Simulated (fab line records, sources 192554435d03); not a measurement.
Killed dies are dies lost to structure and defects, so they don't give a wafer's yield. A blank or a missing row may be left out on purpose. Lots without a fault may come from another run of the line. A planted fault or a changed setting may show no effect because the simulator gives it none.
One fault seen from 3 desks | flow n5_finfet | each desk has only its own numbers; what lay behind them comes last

THE TOOL OWNER'S DESK: litho_track-05
The tool's own readings at N5_SD_EPI_P_COAT_35 (time 60 s, resist thk 35 nm): means of the sampled wafers that have a number, for each lot that ran on this tool. A lot is out of limits, marked OUT, if its mean lies more than 4 standard deviations from the usual mean; the brackets give that distance.
Columns: A = exhaust_pa at N5_SD_EPI_P_COAT_35, usual 44.9 Pa; B = spin_speed_rpm at N5_SD_EPI_P_COAT_35, usual 1499.8 rpm
lot  | first seen here | A    | B
L929 | day 4 10:40     | 45.3 | 1500.0
L938 | day 6 16:29     | 45.8 | 1543.9 (+34) OUT
L939 | day 6 23:41     | 45.3 | 1541.0 (+32) OUT
This desk's finding: out of limits on L938, L939; first on L938, day 6 16:29 (spin_speed_rpm at N5_SD_EPI_P_COAT_35). In limits: L929.

THE METROLOGY DESK
What the gauges read, lot by lot, whatever tool the lot ran on: means of the sampled wafers that have a number. A lot is out of limits, marked OUT, if its mean lies more than 4 standard deviations from the usual mean; the brackets give that distance.
Columns: A = thk_nm at N5_SD_EPI_N_EPI_MEAS_23, usual 59.0 nm; B = cd_nm at N5_SD_EPI_P_CD_MEAS_09, usual 240.8 nm; C = SD_P_BLK_OVL at N5_SD_EPI_P_OVL_MEAS_10, usual -0.6 nm
lot  | first seen here | A    | B     | C
L929 | day 4 10:04     | 59.8 | 240.4 | 0.0
L930 | day 4 15:07     | 58.1 | 241.6 | -0.7
L938 | day 6 15:55     | 58.2 | 240.7 | -0.3
L939 | day 6 23:06     | 57.6 | 241.3 | -1.1
L946 | day 8 18:51     | 58.8 | 240.9 | -1.5
L947 | day 8 21:49     | 57.2 | 239.0 | -1.0
This desk's finding: nothing out of limits on any of the 6 lots.

THE DEFECT DESK
What the inspections along the route counted, lot by lot: means of the sampled wafers that have a number. A lot is out of limits, marked OUT, if its mean lies more than 4 standard deviations from the usual mean; the brackets give that distance.
Columns: A = raw_defect_count at N5_SD_EPI_N_INSPECT_26, usual 196; B = raw_defect_count at N5_SD_EPI_P_INSPECT_11, usual 1.9
lot  | first seen here | A   | B
L929 | day 4 10:37     | 178 | 2.3
L930 | day 4 15:41     | 195 | 2.0
L938 | day 6 16:28     | 233 | 2.7
L939 | day 6 23:40     | 241 | 1.7
L946 | day 8 20:11     | 172 | 2.3
L947 | day 8 22:34     | 195 | 3.3
This desk's finding: nothing out of limits on any of the 6 lots.

PUT TOGETHER
The tool owner's desk could have raised an alarm at day 6 16:29, on L938, L939.
The metrology desk saw nothing out of limits.
The defect desk saw nothing out of limits.
The metrology desk has L938, L939 on record, within its limits.
The defect desk has L938, L939 on record, within its limits.
Of the lots named, all ran N5_SD_EPI_P_COAT_35 on litho_track-05.

WHAT THE SIMULATOR HAD PUT IN
Process parameter drift: litho_track-05, from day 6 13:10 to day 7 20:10, at N5_SD_EPI_P_COAT_35. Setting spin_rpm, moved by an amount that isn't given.
Lots struck among those shown: L938, L939.
Hours from the fault's start to each desk's first reading out of limits: the tool owner's desk, 3.
